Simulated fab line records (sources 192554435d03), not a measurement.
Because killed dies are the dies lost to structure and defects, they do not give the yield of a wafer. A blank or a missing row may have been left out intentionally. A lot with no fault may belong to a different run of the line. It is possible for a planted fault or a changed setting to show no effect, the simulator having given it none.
The tool behind it: which one? / flow n5_finfet / 24 lots with 72 wafers sampled at 5 steps, on a route of 1938 steps

## WHAT EACH GAUGE READ, for each wafer
N5_WELL_APT_OVL_MEAS_26. Usual: PWELL_OVL 0 nm, standard deviation 5.7.
lot=L074; measured=day 1 15:25; on=overlay-02; PWELL_OVL (nm)=4 8 8; flag=
lot=L075; measured=day 1 20:51; on=overlay-01; PWELL_OVL (nm)=4 11 10; flag=
lot=L076; measured=day 2 03:13; on=overlay-01; PWELL_OVL (nm)=-6 3 -1; flag=
lot=L077; measured=day 2 08:52; on=overlay-02; PWELL_OVL (nm)=9 1 7; flag=
lot=L078; measured=day 2 15:07; on=overlay-01; PWELL_OVL (nm)=9 4 2; flag=
lot=L079; measured=day 2 20:59; on=overlay-01; PWELL_OVL (nm)=8 5 8; flag=
lot=L080; measured=day 3 03:08; on=overlay-01; PWELL_OVL (nm)=-5 -10 5; flag=
lot=L081; measured=day 3 09:10; on=overlay-02; PWELL_OVL (nm)=-5 -2 -4; flag=
lot=L082; measured=day 3 15:51; on=overlay-01; PWELL_OVL (nm)=5 -8 6; flag=
lot=L083; measured=day 3 21:04; on=overlay-01; PWELL_OVL (nm)=6 0 10; flag=
lot=L084; measured=day 4 02:59; on=overlay-01; PWELL_OVL (nm)=1 8 4; flag=
lot=L085; measured=day 4 08:51; on=overlay-02; PWELL_OVL (nm)=-3 -1 -2; flag=
lot=L086; measured=day 4 15:05; on=overlay-02; PWELL_OVL (nm)=5 13 3; flag=
lot=L087; measured=day 4 20:51; on=overlay-02; PWELL_OVL (nm)=-13 -10 -8; flag=
lot=L088; measured=day 5 02:59; on=overlay-01; PWELL_OVL (nm)=-2 -3 3; flag=
lot=L089; measured=day 5 09:10; on=overlay-01; PWELL_OVL (nm)=2 -2 -1; flag=
lot=L090; measured=day 5 15:04; on=overlay-02; PWELL_OVL (nm)=-7 9 2; flag=
lot=L091; measured=day 5 21:17; on=overlay-01; PWELL_OVL (nm)=9 -3 5; flag=
lot=L092; measured=day 6 03:51; on=overlay-01; PWELL_OVL (nm)=4 -3 -1; flag=
lot=L093; measured=day 6 08:50; on=overlay-02; PWELL_OVL (nm)=0 -6 3; flag=
lot=L094; measured=day 6 15:03; on=overlay-02; PWELL_OVL (nm)=-6 -12 -9; flag=
lot=L095; measured=day 6 20:50; on=overlay-01; PWELL_OVL (nm)=-3 -10 -5; flag=
lot=L096; measured=day 7 03:04; on=overlay-02; PWELL_OVL (nm)=2 3 5; flag=
lot=L097; measured=day 7 08:51; on=overlay-01; PWELL_OVL (nm)=2 9 -2; flag=

N5_FIN_SAQP_CD_MEAS_16: target cd 35.6 nm. Usual: 35.7 nm for cd_nm, sd 0.35.
lot=L074; measured=day 1 22:25; on=cd_sem-02; cd_nm (nm)=35.7 35.4 35.5; flag=
lot=L075; measured=day 2 03:20; on=cd_sem-03; cd_nm (nm)=35.3 35.8 36.0; flag=
lot=L076; measured=day 2 09:46; on=cd_sem-02; cd_nm (nm)=35.6 35.0 35.2; flag=
lot=L077; measured=day 2 15:24; on=cd_sem-02; cd_nm (nm)=35.7 35.4 35.4; flag=
lot=L078; measured=day 2 21:50; on=cd_sem-03; cd_nm (nm)=35.7 35.7 35.4; flag=
lot=L079; measured=day 3 03:39; on=cd_sem-02; cd_nm (nm)=36.0 36.2 35.3; flag=
lot=L080; measured=day 3 10:28; on=cd_sem-02; cd_nm (nm)=35.5 36.0 36.4; flag=
lot=L081; measured=day 3 17:44; on=cd_sem-03; cd_nm (nm)=35.6 35.7 35.7; flag=
lot=L082; measured=day 3 22:09; on=cd_sem-02; cd_nm (nm)=35.7 35.8 36.0; flag=
lot=L083; measured=day 4 04:00; on=cd_sem-02; cd_nm (nm)=36.0 34.9 35.5; flag=
lot=L084; measured=day 4 09:44; on=cd_sem-03; cd_nm (nm)=36.0 35.4 35.4; flag=
lot=L085; measured=day 4 15:16; on=cd_sem-03; cd_nm (nm)=35.0 35.3 35.4; flag=
lot=L086; measured=day 4 22:04; on=cd_sem-01; cd_nm (nm)=36.3 36.2 35.8; flag=
lot=L087; measured=day 5 04:37; on=cd_sem-01; cd_nm (nm)=35.6 35.4 36.3; flag=
lot=L088; measured=day 5 09:11; on=cd_sem-03; cd_nm (nm)=35.8 35.7 36.2; flag=
lot=L089; measured=day 5 15:32; on=cd_sem-02; cd_nm (nm)=35.1 35.1 35.3; flag=
lot=L090; measured=day 5 21:50; on=cd_sem-01; cd_nm (nm)=35.3 35.7 35.6; flag=
lot=L091; measured=day 6 03:58; on=cd_sem-02; cd_nm (nm)=36.2 36.1 36.1; flag=
lot=L092; measured=day 6 10:40; on=cd_sem-01; cd_nm (nm)=35.1 35.5 35.3; flag=
lot=L093; measured=day 6 17:19; on=cd_sem-03; cd_nm (nm)=35.6 35.8 36.1; flag=
lot=L094; measured=day 6 22:01; on=cd_sem-02; cd_nm (nm)=35.6 35.9 35.5; flag=
lot=L095; measured=day 7 03:34; on=cd_sem-03; cd_nm (nm)=35.8 35.4 35.1; flag=
lot=L096; measured=day 7 10:31; on=cd_sem-02; cd_nm (nm)=35.7 35.5 35.5; flag=
lot=L097; measured=day 7 16:01; on=cd_sem-03; cd_nm (nm)=35.9 35.8 35.3; flag=

N5_FIN_SAQP_CD_MEAS_27: target cd 20 nm. Usual: 20.25 nm for cd_nm, sd 0.26.
lot=L074; measured=day 2 00:48; on=cd_sem-01; cd_nm (nm)=20.45 20.15 20.26; flag=
lot=L075; measured=day 2 05:28; on=cd_sem-02; cd_nm (nm)=20.18 20.48 20.45; flag=
lot=L076; measured=day 2 12:11; on=cd_sem-02; cd_nm (nm)=20.58 19.67 20.35; flag=
lot=L077; measured=day 2 18:21; on=cd_sem-03; cd_nm (nm)=20.10 20.09 20.48; flag=
lot=L078; measured=day 2 23:56; on=cd_sem-01; cd_nm (nm)=20.59 20.08 20.55; flag=
lot=L079; measured=day 3 05:45; on=cd_sem-01; cd_nm (nm)=20.34 20.44 20.33; flag=
lot=L080; measured=day 3 12:44; on=cd_sem-03; cd_nm (nm)=20.57 20.29 20.15; flag=
lot=L081; measured=day 3 20:22; on=cd_sem-02; cd_nm (nm)=20.27 20.39 20.25; flag=
lot=L082; measured=day 4 00:24; on=cd_sem-01; cd_nm (nm)=20.29 20.21 19.77; flag=
lot=L083; measured=day 4 06:12; on=cd_sem-01; cd_nm (nm)=20.38 20.42 20.09; flag=
lot=L084; measured=day 4 12:09; on=cd_sem-03; cd_nm (nm)=20.25 20.35 20.73; flag=
lot=L085; measured=day 4 19:05; on=cd_sem-01; cd_nm (nm)=20.55 20.13 19.69; flag=
lot=L086; measured=day 5 00:54; on=cd_sem-01; cd_nm (nm)=19.85 20.49 20.11; flag=
lot=L087; measured=day 5 07:23; on=cd_sem-01; cd_nm (nm)=19.75 20.14 20.07; flag=
lot=L088; measured=day 5 11:17; on=cd_sem-02; cd_nm (nm)=20.28 19.90 20.13; flag=
lot=L089; measured=day 5 17:53; on=cd_sem-03; cd_nm (nm)=20.07 20.53 20.43; flag=
lot=L090; measured=day 6 00:01; on=cd_sem-01; cd_nm (nm)=20.09 20.57 20.19; flag=
lot=L091; measured=day 6 06:07; on=cd_sem-01; cd_nm (nm)=19.99 20.50 19.84; flag=
lot=L092; measured=day 6 12:46; on=cd_sem-03; cd_nm (nm)=20.49 20.06 20.38; flag=
lot=L093; measured=day 6 19:30; on=cd_sem-02; cd_nm (nm)=20.71 20.08 20.23; flag=
lot=L094; measured=day 7 01:22; on=cd_sem-01; cd_nm (nm)=20.56 20.29 19.86; flag=
lot=L095; measured=day 7 06:07; on=cd_sem-01; cd_nm (nm)=20.10 20.54 20.39; flag=
lot=L096; measured=day 7 13:07; on=cd_sem-03; cd_nm (nm)=20.14 20.07 19.53; flag=
lot=L097; measured=day 7 18:15; on=cd_sem-02; cd_nm (nm)=19.75 19.76 20.08; flag=

## WHAT TOOL EACH LOT RAN ON (gives the tool, then ch and the chambers of the sampled wafers, and finally the start)
lot=L074; N5_PMOS_HMC_CHANNEL_EPI_STRIP_33=rie_diel-01 ch 0,1,2, day 1 17:56; N5_FIN_SAQP_SPACER1_ETCHBACK_25=rie_diel-02 ch 0,1,2, day 2 00:36
lot=L075; N5_PMOS_HMC_CHANNEL_EPI_STRIP_33=rie_diel-01 ch 1,2, day 1 23:14; N5_FIN_SAQP_SPACER1_ETCHBACK_25=rie_diel-05 ch 1,2, day 2 05:16
lot=L076; N5_PMOS_HMC_CHANNEL_EPI_STRIP_33=rie_diel-04 ch 2,3, day 2 05:27; N5_FIN_SAQP_SPACER1_ETCHBACK_25=rie_diel-05 ch 0,2,3, day 2 11:59
lot=L077; N5_PMOS_HMC_CHANNEL_EPI_STRIP_33=rie_diel-03 ch 0,1,2, day 2 11:17; N5_FIN_SAQP_SPACER1_ETCHBACK_25=rie_diel-02 ch 0,1,2, day 2 18:09
lot=L078; N5_PMOS_HMC_CHANNEL_EPI_STRIP_33=rie_diel-04 ch 0,3, day 2 17:37; N5_FIN_SAQP_SPACER1_ETCHBACK_25=rie_diel-05 ch 1,2, day 2 23:44
lot=L079; N5_PMOS_HMC_CHANNEL_EPI_STRIP_33=rie_diel-03 ch 0,1,3, day 2 23:20; N5_FIN_SAQP_SPACER1_ETCHBACK_25=rie_diel-05 ch 0,1,2, day 3 05:33
lot=L080; N5_PMOS_HMC_CHANNEL_EPI_STRIP_33=rie_diel-01 ch 1,2,3, day 3 05:53; N5_FIN_SAQP_SPACER1_ETCHBACK_25=rie_diel-06 ch 1,2,3, day 3 12:33
lot=L081; N5_PMOS_HMC_CHANNEL_EPI_STRIP_33=rie_diel-03 ch 0,2,3, day 3 12:03; N5_FIN_SAQP_SPACER1_ETCHBACK_25=rie_diel-02 ch 2,3, day 3 20:10
lot=L082; N5_PMOS_HMC_CHANNEL_EPI_STRIP_33=rie_diel-04 ch 0,1,2, day 3 18:20; N5_FIN_SAQP_SPACER1_ETCHBACK_25=rie_diel-06 ch 1,2,3, day 4 00:12
lot=L083; N5_PMOS_HMC_CHANNEL_EPI_STRIP_33=rie_diel-01 ch 0,3, day 3 23:59; N5_FIN_SAQP_SPACER1_ETCHBACK_25=rie_diel-05 ch 0,3, day 4 05:59
lot=L084; N5_PMOS_HMC_CHANNEL_EPI_STRIP_33=rie_diel-04 ch 0,1,2, day 4 05:36; N5_FIN_SAQP_SPACER1_ETCHBACK_25=rie_diel-06 ch 1,2,3, day 4 11:57
lot=L085; N5_PMOS_HMC_CHANNEL_EPI_STRIP_33=rie_diel-03 ch 0,2, day 4 11:19; N5_FIN_SAQP_SPACER1_ETCHBACK_25=rie_diel-02 ch 2,3, day 4 18:53
lot=L086; N5_PMOS_HMC_CHANNEL_EPI_STRIP_33=rie_diel-04 ch 0,3, day 4 18:03; N5_FIN_SAQP_SPACER1_ETCHBACK_25=rie_diel-05 ch 0,2, day 5 00:42
lot=L087; N5_PMOS_HMC_CHANNEL_EPI_STRIP_33=rie_diel-01 ch 0,2,3, day 4 23:13; N5_FIN_SAQP_SPACER1_ETCHBACK_25=rie_diel-02 ch 0,1, day 5 07:10
lot=L088; N5_PMOS_HMC_CHANNEL_EPI_STRIP_33=rie_diel-01 ch 1,2, day 5 05:14; N5_FIN_SAQP_SPACER1_ETCHBACK_25=rie_diel-02 ch 0,2, day 5 11:06
lot=L089; N5_PMOS_HMC_CHANNEL_EPI_STRIP_33=rie_diel-03 ch 1,2, day 5 11:33; N5_FIN_SAQP_SPACER1_ETCHBACK_25=rie_diel-05 ch 0,1,3, day 5 17:41
lot=L090; N5_PMOS_HMC_CHANNEL_EPI_STRIP_33=rie_diel-04 ch 1,2, day 5 18:00; N5_FIN_SAQP_SPACER1_ETCHBACK_25=rie_diel-05 ch 2,3, day 5 23:49
lot=L091; N5_PMOS_HMC_CHANNEL_EPI_STRIP_33=rie_diel-03 ch 1,2,3, day 5 23:38; N5_FIN_SAQP_SPACER1_ETCHBACK_25=rie_diel-05 ch 0,2, day 6 05:55
lot=L092; N5_PMOS_HMC_CHANNEL_EPI_STRIP_33=rie_diel-01 ch 0,1,2, day 6 06:12; N5_FIN_SAQP_SPACER1_ETCHBACK_25=rie_diel-05 ch 0,1,3, day 6 12:34
lot=L093; N5_PMOS_HMC_CHANNEL_EPI_STRIP_33=rie_diel-01 ch 2,3, day 6 12:08; N5_FIN_SAQP_SPACER1_ETCHBACK_25=rie_diel-06 ch 0,3, day 6 19:18
lot=L094; N5_PMOS_HMC_CHANNEL_EPI_STRIP_33=rie_diel-03 ch 0,1,3, day 6 17:59; N5_FIN_SAQP_SPACER1_ETCHBACK_25=rie_diel-06 ch 0,2,3, day 7 01:09
lot=L095; N5_PMOS_HMC_CHANNEL_EPI_STRIP_33=rie_diel-03 ch 0,1,2, day 6 23:11; N5_FIN_SAQP_SPACER1_ETCHBACK_25=rie_diel-02 ch 0,2,3, day 7 05:55
lot=L096; N5_PMOS_HMC_CHANNEL_EPI_STRIP_33=rie_diel-04 ch 1,2, day 7 06:28; N5_FIN_SAQP_SPACER1_ETCHBACK_25=rie_diel-06 ch 0,1, day 7 12:55
lot=L097; N5_PMOS_HMC_CHANNEL_EPI_STRIP_33=rie_diel-03 ch 0,1, day 7 11:38; N5_FIN_SAQP_SPACER1_ETCHBACK_25=rie_diel-05 ch 0,1,3, day 7 18:02
- N5_PMOS_HMC_CHANNEL_EPI_STRIP_33: strips in N2/H2.
- N5_FIN_SAQP_SPACER1_ETCHBACK_25: etches SiO2 in CHF3/O2, target depth 24.4 nm, time 12.2 s.

## AS READ BY THE TOOLS THEMSELVES (means over the sampled wafers that have a number; for cases with no such wafer, the mark the record gives instead)
N5_PMOS_HMC_CHANNEL_EPI_STRIP_33. Usual: chamber_pressure_mTorr is 50.00 mTorr with standard deviation 0.085, drypump_motor_current_A is 5.7 A with standard deviation 0.4, h2_flow_sccm is 300.0 sccm with standard deviation 0.94, oes_product_au is 0.75 a.u. with standard deviation 0.057, rf_vpp_V is 54.4 V with standard deviation 1.6, showerhead_plenum_p_Torr is 3.37 Torr with standard deviation 0.11, and throttle_valve_pct is 19.0 % with standard deviation 0.35.
lot=L074; tool=rie_diel-01; chamber_pressure_mTorr (mTorr)=50.00; drypump_motor_current_A (A)=5.9; h2_flow_sccm (sccm)=301.0; oes_product_au (a.u.)=0.72; rf_vpp_V (V)=52.8; showerhead_plenum_p_Torr (Torr)=3.42; throttle_valve_pct (%)=19.0; flag=
lot=L075; tool=rie_diel-01; chamber_pressure_mTorr (mTorr)=50.14; drypump_motor_current_A (A)=6.2; h2_flow_sccm (sccm)=299.8; oes_product_au (a.u.)=0.73; rf_vpp_V (V)=54.0; showerhead_plenum_p_Torr (Torr)=3.39; throttle_valve_pct (%)=19.0; flag=
lot=L076; tool=rie_diel-04; chamber_pressure_mTorr (mTorr)=49.98; drypump_motor_current_A (A)=5.8; h2_flow_sccm (sccm)=300.8; oes_product_au (a.u.)=0.77; rf_vpp_V (V)=52.8; showerhead_plenum_p_Torr (Torr)=3.45; throttle_valve_pct (%)=18.6; flag=
lot=L077; tool=rie_diel-03; chamber_pressure_mTorr (mTorr)=50.03; drypump_motor_current_A (A)=5.7; h2_flow_sccm (sccm)=299.3; oes_product_au (a.u.)=0.77; rf_vpp_V (V)=54.3; showerhead_plenum_p_Torr (Torr)=3.38; throttle_valve_pct (%)=19.1; flag=
lot=L078; tool=rie_diel-04; chamber_pressure_mTorr (mTorr)=50.09; drypump_motor_current_A (A)=5.1; h2_flow_sccm (sccm)=300.4; oes_product_au (a.u.)=0.72; rf_vpp_V (V)=55.0; showerhead_plenum_p_Torr (Torr)=3.26; throttle_valve_pct (%)=19.5; flag=
lot=L079; tool=rie_diel-03; chamber_pressure_mTorr (mTorr)=49.94; drypump_motor_current_A (A)=5.6; h2_flow_sccm (sccm)=300.7; oes_product_au (a.u.)=0.77; rf_vpp_V (V)=53.9; showerhead_plenum_p_Torr (Torr)=3.46; throttle_valve_pct (%)=18.9; flag=
lot=L080; tool=rie_diel-01; chamber_pressure_mTorr (mTorr)=49.93; drypump_motor_current_A (A)=6.0; h2_flow_sccm (sccm)=299.7; oes_product_au (a.u.)=0.83; rf_vpp_V (V)=54.0; showerhead_plenum_p_Torr (Torr)=3.34; throttle_valve_pct (%)=18.8; flag=
lot=L081; tool=rie_diel-03; chamber_pressure_mTorr (mTorr)=50.00; drypump_motor_current_A (A)=5.5; h2_flow_sccm (sccm)=300.4; oes_product_au (a.u.)=0.78; rf_vpp_V (V)=54.8; showerhead_plenum_p_Torr (Torr)=3.42; throttle_valve_pct (%)=18.9; flag=
lot=L082; tool=rie_diel-04; chamber_pressure_mTorr (mTorr)=50.02; drypump_motor_current_A (A)=5.5; h2_flow_sccm (sccm)=299.6; oes_product_au (a.u.)=0.72; rf_vpp_V (V)=54.0; showerhead_plenum_p_Torr (Torr)=3.35; throttle_valve_pct (%)=19.0; flag=
lot=L083; tool=rie_diel-01; chamber_pressure_mTorr (mTorr)=50.04; drypump_motor_current_A (A)=5.5; h2_flow_sccm (sccm)=300.2; oes_product_au (a.u.)=0.72; rf_vpp_V (V)=53.6; showerhead_plenum_p_Torr (Torr)=3.37; throttle_valve_pct (%)=19.0; flag=
lot=L084; tool=rie_diel-04; chamber_pressure_mTorr (mTorr)=50.03; drypump_motor_current_A (A)=5.5; h2_flow_sccm (sccm)=299.3; oes_product_au (a.u.)=0.72; rf_vpp_V (V)=52.7; showerhead_plenum_p_Torr (Torr)=3.35; throttle_valve_pct (%)=19.0; flag=
lot=L085; tool=rie_diel-03; chamber_pressure_mTorr (mTorr)=50.03; drypump_motor_current_A (A)=5.6; h2_flow_sccm (sccm)=300.6; oes_product_au (a.u.)=0.77; rf_vpp_V (V)=54.8; showerhead_plenum_p_Torr (Torr)=3.43; throttle_valve_pct (%)=19.1; flag=
lot=L086; tool=rie_diel-04; chamber_pressure_mTorr (mTorr)=49.96; drypump_motor_current_A (A)=5.5; h2_flow_sccm (sccm)=299.3; oes_product_au (a.u.)=0.71; rf_vpp_V (V)=55.3; showerhead_plenum_p_Torr (Torr)=3.29; throttle_valve_pct (%)=19.3; flag=
lot=L087; tool=rie_diel-01; chamber_pressure_mTorr (mTorr)=50.00; drypump_motor_current_A (A)=5.8; h2_flow_sccm (sccm)=300.7; oes_product_au (a.u.)=0.73; rf_vpp_V (V)=54.3; showerhead_plenum_p_Torr (Torr)=3.35; throttle_valve_pct (%)=19.0; flag=
lot=L088; tool=rie_diel-01; chamber_pressure_mTorr (mTorr)=49.98; drypump_motor_current_A (A)=6.2; h2_flow_sccm (sccm)=300.7; oes_product_au (a.u.)=0.79; rf_vpp_V (V)=55.8; showerhead_plenum_p_Torr (Torr)=3.38; throttle_valve_pct (%)=18.9; flag=
lot=L089; tool=rie_diel-03; chamber_pressure_mTorr (mTorr)=49.95; drypump_motor_current_A (A)=5.7; h2_flow_sccm (sccm)=299.9; oes_product_au (a.u.)=0.76; rf_vpp_V (V)=53.3; showerhead_plenum_p_Torr (Torr)=3.31; throttle_valve_pct (%)=19.1; flag=
lot=L090; tool=rie_diel-04; chamber_pressure_mTorr (mTorr)=50.04; drypump_motor_current_A (A)=6.0; h2_flow_sccm (sccm)=299.9; oes_product_au (a.u.)=0.70; rf_vpp_V (V)=53.9; showerhead_plenum_p_Torr (Torr)=3.37; throttle_valve_pct (%)=18.7; flag=
lot=L091; tool=rie_diel-03; chamber_pressure_mTorr (mTorr)=50.00; drypump_motor_current_A (A)=5.5; h2_flow_sccm (sccm)=299.9; oes_product_au (a.u.)=0.76; rf_vpp_V (V)=55.2; showerhead_plenum_p_Torr (Torr)=3.35; throttle_valve_pct (%)=19.0; flag=
lot=L092; tool=rie_diel-01; chamber_pressure_mTorr (mTorr)=50.14; drypump_motor_current_A (A)=5.9; h2_flow_sccm (sccm)=298.9; oes_product_au (a.u.)=0.79; rf_vpp_V (V)=54.3; showerhead_plenum_p_Torr (Torr)=3.40; throttle_valve_pct (%)=18.9; flag=
lot=L093; tool=rie_diel-01; chamber_pressure_mTorr (mTorr)=49.98; drypump_motor_current_A (A)=6.0; h2_flow_sccm (sccm)=300.3; oes_product_au (a.u.)=0.74; rf_vpp_V (V)=54.5; showerhead_plenum_p_Torr (Torr)=3.27; throttle_valve_pct (%)=19.0; flag=
lot=L094; tool=rie_diel-03; chamber_pressure_mTorr (mTorr)=49.97; drypump_motor_current_A (A)=5.6; h2_flow_sccm (sccm)=299.7; oes_product_au (a.u.)=0.75; rf_vpp_V (V)=54.6; showerhead_plenum_p_Torr (Torr)=3.45; throttle_valve_pct (%)=18.9; flag=
lot=L095; tool=rie_diel-03; chamber_pressure_mTorr (mTorr)=50.00; drypump_motor_current_A (A)=5.7; h2_flow_sccm (sccm)=300.3; oes_product_au (a.u.)=0.74; rf_vpp_V (V)=53.1; showerhead_plenum_p_Torr (Torr)=3.36; throttle_valve_pct (%)=19.2; flag=
lot=L096; tool=rie_diel-04; chamber_pressure_mTorr (mTorr)=50.03; drypump_motor_current_A (A)=5.9; h2_flow_sccm (sccm)=299.9; oes_product_au (a.u.)=0.71; rf_vpp_V (V)=55.0; showerhead_plenum_p_Torr (Torr)=3.42; throttle_valve_pct (%)=18.6; flag=
lot=L097; tool=rie_diel-03; chamber_pressure_mTorr (mTorr)=50.04; drypump_motor_current_A (A)=5.7; h2_flow_sccm (sccm)=300.5; oes_product_au (a.u.)=0.74; rf_vpp_V (V)=54.0; showerhead_plenum_p_Torr (Torr)=3.40; throttle_valve_pct (%)=19.2; flag=

N5_FIN_SAQP_SPACER1_ETCHBACK_25. Usual: chamber_pressure_mTorr 30.000 mTorr, standard deviation 0.028; drypump_motor_current_A 5.8 A, standard deviation 0.49; oes_product_au 0.81 a.u., standard deviation 0.066; rf_vpp_V 522 V, standard deviation 12; showerhead_plenum_p_Torr 2.46 Torr, standard deviation 0.046; throttle_valve_pct 18.95 %, standard deviation 0.25.
lot=L074; tool=rie_diel-02; chamber_pressure_mTorr (mTorr)=30.013; drypump_motor_current_A (A)=5.9; oes_product_au (a.u.)=0.81; rf_vpp_V (V)=518; showerhead_plenum_p_Torr (Torr)=2.46; throttle_valve_pct (%)=18.95; flag=
lot=L075; tool=rie_diel-05; chamber_pressure_mTorr (mTorr)=30.027; drypump_motor_current_A (A)=5.8; oes_product_au (a.u.)=0.87; rf_vpp_V (V)=537; showerhead_plenum_p_Torr (Torr)=2.48; throttle_valve_pct (%)=18.84; flag=
lot=L076; tool=rie_diel-05; chamber_pressure_mTorr (mTorr)=30.006; drypump_motor_current_A (A)=5.3; oes_product_au (a.u.)=0.84; rf_vpp_V (V)=528; showerhead_plenum_p_Torr (Torr)=2.50; throttle_valve_pct (%)=18.76; flag=
lot=L077; tool=rie_diel-02; chamber_pressure_mTorr (mTorr)=29.986; drypump_motor_current_A (A)=6.0; oes_product_au (a.u.)=0.80; rf_vpp_V (V)=517; showerhead_plenum_p_Torr (Torr)=2.46; throttle_valve_pct (%)=18.95; flag=
lot=L078; tool=rie_diel-05; chamber_pressure_mTorr (mTorr)=29.995; drypump_motor_current_A (A)=5.3; oes_product_au (a.u.)=0.82; rf_vpp_V (V)=536; showerhead_plenum_p_Torr (Torr)=2.50; throttle_valve_pct (%)=18.70; flag=
lot=L079; tool=rie_diel-05; chamber_pressure_mTorr (mTorr)=30.005; drypump_motor_current_A (A)=5.5; oes_product_au (a.u.)=0.84; rf_vpp_V (V)=535; showerhead_plenum_p_Torr (Torr)=2.47; throttle_valve_pct (%)=18.91; flag=
lot=L080; tool=rie_diel-06; chamber_pressure_mTorr (mTorr)=30.034; drypump_motor_current_A (A)=5.6; oes_product_au (a.u.)=0.81; rf_vpp_V (V)=520; showerhead_plenum_p_Torr (Torr)=2.47; throttle_valve_pct (%)=18.90; flag=
lot=L081; tool=rie_diel-02; chamber_pressure_mTorr (mTorr)=29.999; drypump_motor_current_A (A)=5.4; oes_product_au (a.u.)=0.76; rf_vpp_V (V)=507; showerhead_plenum_p_Torr (Torr)=2.43; throttle_valve_pct (%)=19.29; flag=
lot=L082; tool=rie_diel-06; chamber_pressure_mTorr (mTorr)=30.005; drypump_motor_current_A (A)=5.6; oes_product_au (a.u.)=0.81; rf_vpp_V (V)=521; showerhead_plenum_p_Torr (Torr)=2.46; throttle_valve_pct (%)=18.91; flag=
lot=L083; tool=rie_diel-05; chamber_pressure_mTorr (mTorr)=29.994; drypump_motor_current_A (A)=5.5; oes_product_au (a.u.)=0.84; rf_vpp_V (V)=527; showerhead_plenum_p_Torr (Torr)=2.48; throttle_valve_pct (%)=18.98; flag=
lot=L084; tool=rie_diel-06; chamber_pressure_mTorr (mTorr)=30.005; drypump_motor_current_A (A)=5.6; oes_product_au (a.u.)=0.80; rf_vpp_V (V)=519; showerhead_plenum_p_Torr (Torr)=2.46; throttle_valve_pct (%)=18.92; flag=
lot=L085; tool=rie_diel-02; chamber_pressure_mTorr (mTorr)=30.006; drypump_motor_current_A (A)=5.6; oes_product_au (a.u.)=0.77; rf_vpp_V (V)=503; showerhead_plenum_p_Torr (Torr)=2.43; throttle_valve_pct (%)=19.22; flag=
lot=L086; tool=rie_diel-05; chamber_pressure_mTorr (mTorr)=30.023; drypump_motor_current_A (A)=5.3; oes_product_au (a.u.)=0.80; rf_vpp_V (V)=534; showerhead_plenum_p_Torr (Torr)=2.47; throttle_valve_pct (%)=18.98; flag=
lot=L087; tool=rie_diel-02; chamber_pressure_mTorr (mTorr)=29.998; drypump_motor_current_A (A)=6.4; oes_product_au (a.u.)=0.78; rf_vpp_V (V)=518; showerhead_plenum_p_Torr (Torr)=2.44; throttle_valve_pct (%)=18.77; flag=
lot=L088; tool=rie_diel-02; chamber_pressure_mTorr (mTorr)=29.978; drypump_motor_current_A (A)=6.0; oes_product_au (a.u.)=0.84; rf_vpp_V (V)=517; showerhead_plenum_p_Torr (Torr)=2.50; throttle_valve_pct (%)=19.03; flag=
lot=L089; tool=rie_diel-05; chamber_pressure_mTorr (mTorr)=29.996; drypump_motor_current_A (A)=5.7; oes_product_au (a.u.)=0.85; rf_vpp_V (V)=528; showerhead_plenum_p_Torr (Torr)=2.48; throttle_valve_pct (%)=18.93; flag=
lot=L090; tool=rie_diel-05; chamber_pressure_mTorr (mTorr)=29.976; drypump_motor_current_A (A)=5.3; oes_product_au (a.u.)=0.81; rf_vpp_V (V)=522; showerhead_plenum_p_Torr (Torr)=2.52; throttle_valve_pct (%)=18.59; flag=
lot=L091; tool=rie_diel-05; chamber_pressure_mTorr (mTorr)=29.985; drypump_motor_current_A (A)=5.3; oes_product_au (a.u.)=0.79; rf_vpp_V (V)=534; showerhead_plenum_p_Torr (Torr)=2.46; throttle_valve_pct (%)=19.01; flag=
lot=L092; tool=rie_diel-05; chamber_pressure_mTorr (mTorr)=29.994; drypump_motor_current_A (A)=5.7; oes_product_au (a.u.)=0.83; rf_vpp_V (V)=527; showerhead_plenum_p_Torr (Torr)=2.47; throttle_valve_pct (%)=18.93; flag=
lot=L093; tool=rie_diel-06; chamber_pressure_mTorr (mTorr)=30.010; drypump_motor_current_A (A)=6.2; oes_product_au (a.u.)=0.76; rf_vpp_V (V)=516; showerhead_plenum_p_Torr (Torr)=2.41; throttle_valve_pct (%)=19.16; flag=
lot=L094; tool=rie_diel-06; chamber_pressure_mTorr (mTorr)=30.004; drypump_motor_current_A (A)=5.9; oes_product_au (a.u.)=0.78; rf_vpp_V (V)=516; showerhead_plenum_p_Torr (Torr)=2.42; throttle_valve_pct (%)=19.03; flag=
lot=L095; tool=rie_diel-02; chamber_pressure_mTorr (mTorr)=29.987; drypump_motor_current_A (A)=5.8; oes_product_au (a.u.)=0.79; rf_vpp_V (V)=511; showerhead_plenum_p_Torr (Torr)=2.46; throttle_valve_pct (%)=19.15; flag=
lot=L096; tool=rie_diel-06; chamber_pressure_mTorr (mTorr)=29.981; drypump_motor_current_A (A)=6.2; oes_product_au (a.u.)=0.71; rf_vpp_V (V)=511; showerhead_plenum_p_Torr (Torr)=2.42; throttle_valve_pct (%)=19.14; flag=
lot=L097; tool=rie_diel-05; chamber_pressure_mTorr (mTorr)=30.018; drypump_motor_current_A (A)=5.7; oes_product_au (a.u.)=0.82; rf_vpp_V (V)=527; showerhead_plenum_p_Torr (Torr)=2.47; throttle_valve_pct (%)=18.96; flag=

## THE ANSWER, worked out from the rows above alone
Rule: take the mean of a lot's wafers that have a number; if it is more than 3 standard deviations from the usual mean, the lot is off. A lot without any number at a reading at which 4 lots or more have one is off too. All remaining lots with rows at the step are treated as sound. Order of review: gauges by route order, followed by the tools' own readings, for which a lot's mean as printed above is used. The first step at which some lot is off is used, and at that step the reading that is off furthest; a lot without a number counts as furthest.
Nothing can be told from this: no lot is off at any reading shown.

## WHAT WAS PUT IN BY THE SIMULATOR
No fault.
